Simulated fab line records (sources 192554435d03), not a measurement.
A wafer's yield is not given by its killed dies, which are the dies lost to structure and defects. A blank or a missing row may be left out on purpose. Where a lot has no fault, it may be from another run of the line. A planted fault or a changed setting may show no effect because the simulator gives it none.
fab line records    flow n5-finfet
record lots=9  wafers=26  last-day=19
route steps=1938 shown BEOL_M0_SAQP@658 BEOL_M4@1111
lots untouched by any fault: they come from a run of this same line in which no faults occurred
start-h: hours from the record's first day to the start of the lot's first wafer shown    wait-h: how many hours have passed since the lot's step before this one    " as in the row above    L1.1+2: a row that stands for several wafers    - no value, or no start was given    * or withheld: withheld    < > ~ a bound
route shown NAME@n: a module of which the file shows steps, and the number in the route of the first    usual: mean and standard deviation over wafers with no fault    same: alike in all rows    chamber/n: place in a boat    sites: readings site by site    _std_site: standard deviation across them    _edge_site: the outer-site mean with the inner-site mean subtracted    radius-mm: how far each site lies from the wafer's centre    mask NAME#n: copy n    behind: the tool/chamber that last shaped the wafer    hold: what put the lot on hold/how long, in hours/how the hold closed    device: whichever transistor did not switch (one of n, p or np)    end of line: at the end of the route, the tests of the same wafers    where a step has no rows: the recipe by itself    killed: count of dies lost to structure and defects at first sort (not the wafer's yield)    map: a wafer's dies, marking killed ones x, the rest . and places with no die _
set.NAME: the setting as run; set.NAME@STEP: as run at that earlier step    model.NAME: the simulator's own value behind a step, which no gauge read
route steps across a sampled set of lots; one table per step, one row per wafer
services: from which hour (start-h, from the record's first day; less than 0 if before it) a tool's chamber was out of use, for how many hours, and why
## steps
# step N5_BEOL_M0_SAQP_MANDREL_ETCH_20
# recipe target-depth-a=600  chemistry=HBr/Cl2  target=a-Si  stop-on=SiNx  bt-time-s=10  mask-material=SOC  over-etch-frac=0.5  time-s=30  pressure-mtorr=10  icp-w=800  bias-w=75  HBr_flow_sccm=150  Cl2_flow_sccm=80  ends=end-point
# usual drypump-motor-current-A=5.8/0.43  oes-product-au=0.775/0.0098  throttle-valve-pct=35.46/0.19
lot.wafer  tool       chamber  start-h  wait-h  drypump-motor-current-A  oes-product-au  rf-hours-counter-h  throttle-valve-pct
L276.1     rie-si-01  2        118.14   0.0     6.2                      0.764           142                 35.68
L276.2     "          3        "        "       6.3                      0.765           34                  35.47
L276.6     "          0        "        "       5.8                      0.783           -                   35.38
L281.2     rie-si-02  2        144.32   0.0     4.9                      0.757           31                  35.39
L281.5     "          0        "        "       5.7                      0.795           -                   35.50
L281.6     "          3        "        "       5.8                      0.753           -                   35.46
L283.2     rie-si-06  1        156.20   0.0     5.4                      0.773           1                   35.56
L283.4     "          0        "        "       5.9                      0.787           8                   35.21
L283.5     "          1        "        "       5.4                      0.782           -                   35.55
L285.1     rie-si-06  2        169.85   0.0     5.3                      0.788           86                  35.52
L285.5     "          2        "        "       5.3                      0.783           -                   35.51
L285.6     "          3        "        "       6.2                      0.781           -                   35.00
L287.1     rie-si-06  1        180.05   0.0     5.4                      0.773           1                   35.57
L287.2     "          0        "        "       5.9                      0.772           9                   35.23
L287.4     "          2        "        "       5.2                      0.783           87                  35.52
L288.1     rie-si-01  2        185.97   0.0     6.2                      0.764           144                 35.68
L288.5     "          0        "        "       5.8                      0.773           -                   35.37
L288.6     "          1        "        "       5.8                      0.783           -                   35.50
L289.3     rie-si-02  3        193.73   0.0     5.8                      0.766           128                 35.46
L289.5     "          3        "        "       5.8                      0.768           -                   35.43
L297.1     rie-si-02  3        244.53   0.0     5.8                      0.767           129                 35.46
L297.5     "          1        "        "       6.3                      0.775           -                   35.85
L297.6     "          2        "        "       4.9                      0.764           -                   35.37
L298.1     rie-si-06  1        250.79   0.0     5.4                      0.778           2                   35.56
L298.3     "          3        "        "       6.2                      0.783           62                  35.01
L298.5     "          3        "        "       6.2                      0.785           -                   35.00
# step N5_BEOL_M0_SAQP_STRIP_86
# recipe chemistry=N2/H2  power-w=500  temp-c=40  pressure-mtorr=50  rf-frequency-hz=6e+07  overash-fraction=0.3  bias-power-w=28  h2-frac=0.5  n2-flow-sccm=300  h2-flow-sccm=300
# usual drypump-motor-current-A=5.6/0.45  oes-product-au=0.76/0.069  rf-vpp-V=122.0/1.4  showerhead-plenum-p-Torr=3.37/0.089  temp-c=40.00/0.12  throttle-valve-pct=19.0/0.41
lot.wafer  tool         chamber  start-h  wait-h  drypump-motor-current-A  oes-product-au  rf-hours-counter-h  rf-vpp-V  showerhead-plenum-p-Torr  temp-c  throttle-valve-pct
L276.1     rie-diel-05  3        118.24   0.1     5.1                      0.69            224                 121.3     3.30                      40.19   19.4
L276.2     "            2        "        "       6.2                      0.88            43                  124.0     3.45                      40.05   18.6
L276.6     "            3        "        "       5.1                      0.69            -                   120.9     3.30                      39.93   19.4
L281.2     rie-diel-02  2        144.46   0.1     6.0                      0.77            145                 120.8     3.37                      40.03   18.8
L281.5     "            1        "        "       5.6                      0.87            -                   123.0     3.30                      40.07   18.7
L281.6     "            2        "        "       6.1                      0.77            -                   122.3     3.37                      40.00   18.7
L283.2     rie-diel-02  2        156.30   0.1     6.1                      0.76            150                 121.6     3.36                      40.06   18.7
L283.4     "            0        "        "       5.1                      0.69            -                   123.4     3.45                      39.98   19.4
L283.5     "            2        "        "       6.1                      0.75            -                   121.1     3.36                      40.04   18.7
L285.1     rie-diel-02  2        169.95   0.1     6.1                      0.75            153                 119.8     3.36                      40.01   18.8
L285.5     "            0        "        "       5.1                      0.69            -                   125.1     3.45                      40.07   19.4
L285.6     "            2        "        "       6.0                      0.75            -                   121.5     3.36                      39.98   18.8
L287.1     rie-diel-02  2        180.14   0.1     6.1                      0.75            158                 120.5     3.36                      39.95   18.8
L287.2     "            1        "        "       5.6                      0.85            46                  122.2     3.30                      39.93   18.8
L287.4     "            1        "        "       5.6                      0.85            -                   123.8     3.30                      39.93   18.7
L288.1     rie-diel-05  0        186.07   0.1     5.2                      0.83            84                  121.9     3.24                      39.86   18.0
L288.5     "            1        "        "       5.6                      0.71            -                   122.2     3.46                      40.13   18.8
L288.6     "            2        "        "       6.3                      0.84            -                   123.0     3.44                      40.07   18.6
L289.3     rie-diel-06  3        193.83   0.1     5.7                      0.71            186                 123.8     3.47                      40.11   19.0
L289.5     "            3        "        "       5.7                      0.72            -                   121.9     3.47                      40.15   19.0
L297.1     rie-diel-06  0        244.63   0.1     5.2                      0.78            126                 122.2     3.25                      39.83   19.3
L297.5     "            0        "        "       5.3                      0.79            -                   121.9     3.25                      39.70   19.3
L297.6     "            3        "        "       5.6                      0.71            -                   120.4     3.46                      39.84   19.0
L298.1     rie-diel-06  1        250.88   0.1     6.5                      0.66            243                 121.7     3.33                      40.17   19.3
L298.3     "            0        "        "       5.2                      0.79            127                 120.6     3.25                      39.86   19.3
L298.5     "            3        "        "       5.7                      0.71            -                   123.7     3.46                      39.83   19.0
# step N5_BEOL_M0_SAQP_MANDREL1_REMOVE_100
# recipe chemistry=HBr/Cl2/O2  bt-time-s=10  target=a-Si  stop-on=SiNx  endpoint=OES-SiCl  over-etch-frac=0.85  icp-w=600  bias-w=30  HBr_flow_sccm=150  Cl2_flow_sccm=80  O2_flow_sccm=5  pressure-mtorr=10
# usual drypump-motor-current-A=5.9/0.36  oes-product-au=0.999/0.015  throttle-valve-pct=36.73/0.19
lot.wafer  tool       chamber  start-h  wait-h  drypump-motor-current-A  oes-product-au  rf-hours-counter-h  throttle-valve-pct
L276.1     rie-si-01  3        119.31   0.1     6.3                      0.994           34                  36.76
L276.2     "          2        "        "       6.2                      0.992           142                 36.91
L276.6     "          3        "        "       6.3                      1.001           -                   36.76
L281.2     rie-si-06  3        146.12   0.1     6.2                      1.001           61                  36.28
L281.5     "          0        "        "       5.9                      1.003           -                   36.47
L281.6     "          1        "        "       5.4                      0.992           -                   36.79
L283.2     rie-si-01  2        157.82   0.1     6.2                      0.985           143                 36.92
L283.4     "          0        "        "       5.8                      1.001           94                  36.65
L283.5     "          3        "        "       6.3                      0.995           -                   36.77
L285.1     rie-si-02  1        171.02   0.1     6.4                      1.019           58                  37.14
L285.5     "          1        "        "       6.4                      1.018           -                   37.15
L285.6     "          0        "        "       5.8                      1.015           -                   36.77
L287.1     rie-si-01  1        181.25   0.1     5.8                      1.003           87                  36.74
L287.2     "          0        "        "       5.8                      0.993           95                  36.66
L287.4     "          3        "        "       6.3                      0.991           35                  36.75
L288.1     rie-si-01  2        187.44   0.1     6.2                      0.978           144                 36.91
L288.5     "          2        "        "       6.2                      0.983           -                   36.90
L288.6     "          3        "        "       6.3                      0.993           -                   36.75
L289.3     rie-si-01  2        194.91   0.1     6.2                      0.986           144                 36.92
L289.5     "          1        "        "       5.8                      1.001           -                   36.74
L297.1     rie-si-01  0        245.97   0.1     5.8                      1.006           96                  36.67
L297.5     "          1        "        "       5.8                      1.012           -                   36.75
L297.6     "          0        "        "       5.8                      0.996           -                   36.65
L298.1     rie-si-06  3        252.09   0.1     6.2                      1.014           62                  36.27
L298.3     "          2        "        "       5.2                      1.019           88                  36.78
L298.5     "          1        "        "       5.4                      1.003           -                   36.78
# step N5_BEOL_M0_SAQP_ETCH_107
# recipe chemistry=CH3F/O2  target=SiNx  target-depth-a=300  mask-material=SOC  pressure-mtorr=30  source-w=395  bias-w=73  Ar_flow_sccm=150  CH3F_flow_sccm=30  O2_flow_sccm=20  ion-energy-ev=120
# usual drypump-motor-current-A=5.6/0.45  oes_ar_750_au=0.76/0.065  oes-product-au=0.76/0.07  rf-vpp-V=298/5.4  showerhead-plenum-p-Torr=2.01/0.054  throttle-valve-pct=16.39/0.22
lot.wafer  tool         chamber  start-h  wait-h  drypump-motor-current-A  oes_ar_750_au  oes-product-au  rf-hours-counter-h  rf-vpp-V  showerhead-plenum-p-Torr  throttle-valve-pct
L276.1     rie-diel-05  0        120.19   0.0     5.3                      0.86           0.86            65                  290       1.96                      16.09
L276.2     "            1        "        "       5.6                      0.74           0.73            195                 298       2.06                      16.25
L276.6     "            3        "        "       5.1                      0.71           0.70            -                   298       1.99                      16.69
L281.2     rie-diel-02  1        147.07   0.0     5.7                      0.86           0.86            34                  290       1.94                      16.29
L281.5     "            2        "        "       6.0                      0.78           0.78            -                   296       1.99                      16.29
L281.6     "            3        "        "       5.6                      0.67           0.68            -                   296       1.95                      16.53
L283.2     rie-diel-05  2        158.70   0.0     6.1                      0.85           0.86            54                  308       2.03                      16.01
L283.4     "            0        "        "       5.2                      0.86           0.85            76                  290       1.96                      16.08
L283.5     "            3        "        "       5.1                      0.70           0.68            -                   299       1.99                      16.72
L285.1     rie-diel-06  3        171.91   0.0     5.6                      0.72           0.72            180                 297       2.07                      16.51
L285.5     "            1        "        "       6.5                      0.68           0.68            -                   302       1.96                      16.37
L285.6     "            0        "        "       5.2                      0.79           0.81            -                   306       1.95                      16.61
L287.1     rie-diel-05  0        182.13   0.0     5.2                      0.84           0.84            83                  290       1.96                      16.12
L287.2     "            2        "        "       6.2                      0.84           0.86            60                  308       2.03                      16.03
L287.4     "            1        "        "       5.6                      0.73           0.72            212                 299       2.05                      16.32
L288.1     rie-diel-05  3        188.32   0.0     5.1                      0.69           0.68            244                 297       1.98                      16.73
L288.5     "            0        "        "       5.3                      0.84           1.11            -                   289       1.96                      16.16
L288.6     "            1        "        "       5.6                      0.72           0.72            -                   298       2.05                      16.32
L289.3     rie-diel-05  0        195.85   0.0     5.2                      0.83           1.11            87                  289       1.96                      16.17
L289.5     "            1        "        "       5.6                      0.73           0.96            -                   299       2.05                      16.35
L297.1     rie-diel-02  1        246.85   0.0     5.6                      0.81           0.82            67                  291       1.93                      16.36
L297.5     "            3        "        "       5.7                      0.90           0.91            -                   294       1.95                      16.06
L297.6     "            0        "        "       5.1                      0.71           0.69            -                   300       2.08                      16.81
L298.1     rie-diel-06  0        252.97   0.0     5.2                      0.78           0.78            127                 305       1.94                      16.65
L298.3     "            3        "        "       5.6                      0.71           0.70            201                 297       2.06                      16.54
L298.5     "            1        "        "       6.5                      0.67           0.66            -                   302       1.95                      16.44
# step N5_BEOL_M4_RC_MEAS_101
# usual DIBL_N=36.5/1.9  DIBL_P=36.4/2.2  IOFF_N=0.17/0.034  IOFF_P=0.21/0.036  ION_N=678/12  ION_P=462/7.1  SS_N=71.7/0.61  SS_P=73.4/0.71  VT_N=249/3.5  VT_P=-251/3
lot.wafer  tool       chamber  start-h  wait-h  DIBL_N[mV/V]  DIBL_P[mV/V]  IOFF_N[nA/um]  IOFF_P[nA/um]  ION_N[uA/um]  ION_P[uA/um]  SS_N[mV/dec]  SS_P[mV/dec]  VT_N[mV]  VT_P[mV]
L276.1     prober-02  0        185.35   0.0     37.6          37.9          0.16           0.23           671           455           71.6          73.9          248       -250
L276.2     "          0        "        "       40.3          40.5          0.23           0.27           691           471           71.8          75.4          243       -247
L276.6     "          0        "        "       36.1          35.1          0.15           0.18           666           453           70.9          73.0          251       -253
L281.2     prober-01  0        213.71   0.2     38.0          36.3          0.18           0.21           679           458           71.9          73.6          250       -251
L281.5     "          0        "        "       38.1          36.2          0.17           0.19           669           453           72.0          73.5          252       -255
L281.6     "          0        "        "       36.9          36.1          0.16           0.21           676           461           71.0          73.4          248       -249
L283.2     prober-01  0        237.59   0.2     36.3          34.0          0.13           0.17           664           456           70.8          72.6          253       -258
L283.4     "          0        "        "       36.0          33.9          0.13           0.16           671           453           70.9          73.0          252       -255
L283.5     "          0        "        "       35.0          32.9          0.12           0.16           658           458           71.3          72.2          256       -256
L285.1     prober-02  0        254.45   0.0     34.8          36.8          0.14           0.22           680           472           71.0          72.4          249       -247
L285.5     "          0        "        "       35.9          37.5          0.16           0.22           672           464           72.0          72.7          249       -249
L285.6     "          0        "        "       38.4          41.5          0.22           0.30           706           483           72.2          73.6          243       -243
L287.1     prober-01  0        276.51   0.0     38.7          36.9          0.17           0.20           686           460           71.9          73.5          248       -252
L287.2     "          0        "        "       37.4          35.4          0.15           0.18           657           455           71.2          73.8          254       -254
L287.4     "          0        "        "       39.8          39.0          0.20           0.24           690           466           72.5          74.3          249       -252
L289.3     prober-02  0        282.83   0.3     35.5          34.8          0.16           0.19           663           453           71.0          73.6          251       -251
L289.5     "          0        "        "       37.2          36.8          0.18           0.23           674           462           72.1          74.4          249       -249
L288.1     prober-01  0        289.49   0.0     37.5          36.2          0.16           0.18           668           446           72.7          73.4          253       -259
L288.5     "          0        "        "       38.6          39.0          0.19           0.22           682           451           71.7          73.4          247       -252
L288.6     "          0        "        "       37.2          37.2          0.16           0.19           672           452           72.5          73.2          254       -253
L297.1     prober-01  0        333.86   0.0     33.3          33.5          0.13           0.15           663           460           71.1          72.2          250       -253
L297.5     "          0        "        "       37.5          38.2          0.19           0.21           677           459           72.0          73.9          248       -250
L297.6     "          0        "        "       36.8          36.7          0.18           0.20           680           460           71.3          73.4          244       -252
L298.1     prober-01  0        347.71   0.0     36.4          35.3          0.16           0.21           669           459           71.8          73.7          250       -250
L298.3     "          0        "        "       34.1          32.6          0.13           0.17           673           464           71.4          72.4          253       -253
L298.5     "          0        "        "       34.1          32.6          0.13           0.18           676           466           71.1          73.0          251       -252
## services
tool         chamber  start-h  hours  kind
rie-diel-06  -        95.50    1.1    repair
rie-diel-02  0        110.40   10.7   repair
rie-diel-02  -        134.86   0.7    repair
rie-diel-02  3        147.66   -      clean
rie-diel-02  3        147.66   -      consumable-replace:focus-ring
rie-diel-02  3        147.66   33.6   scheduled-down
rie-diel-02  3        147.66   33.6   vent-cycle
rie-si-01    1        167.47   8.7    repair
rie-si-02    1        185.99   5.2    repair
rie-si-06    -        197.51   14.6   pm
rie-diel-02  3        205.74   6.4    repair
rie-diel-02  0        207.35   34.2   repair
rie-diel-05  3        225.33   -      clean
rie-diel-05  3        225.33   -      consumable-replace:focus-ring
rie-diel-05  3        225.33   13.3   scheduled-down
rie-diel-05  3        225.33   13.3   vent-cycle
rie-si-02    -        229.38   2.8    pm
rie-si-02    3        234.04   5.1    repair
## key
first-sign step=N5_BEOL_M0_SAQP_ETCH_107  reading=oes-product-au  direction=up  sigmas=4.3  usual=0.76  struck=1.06
effect none on later readings
met-at N5_BEOL_M0_SAQP_ETCH_107
struck-lots L288,L289
struck-wafers L288.5,L289.3,L289.5
not-acting-at N5_BEOL_M0_SAQP_MANDREL_ETCH_20,N5_BEOL_M0_SAQP_STRIP_86,N5_BEOL_M0_SAQP_MANDREL1_REMOVE_100
onset-between 182.13 188.32
fault kind=process-parameter-drift  tool=rie-diel-05  chamber=-  onset-h=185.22  steps=N5_BEOL_M0_SAQP_ETCH_107  channel=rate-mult  offset=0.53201  shape=step  end-h=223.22  scope=struck-wafers-only
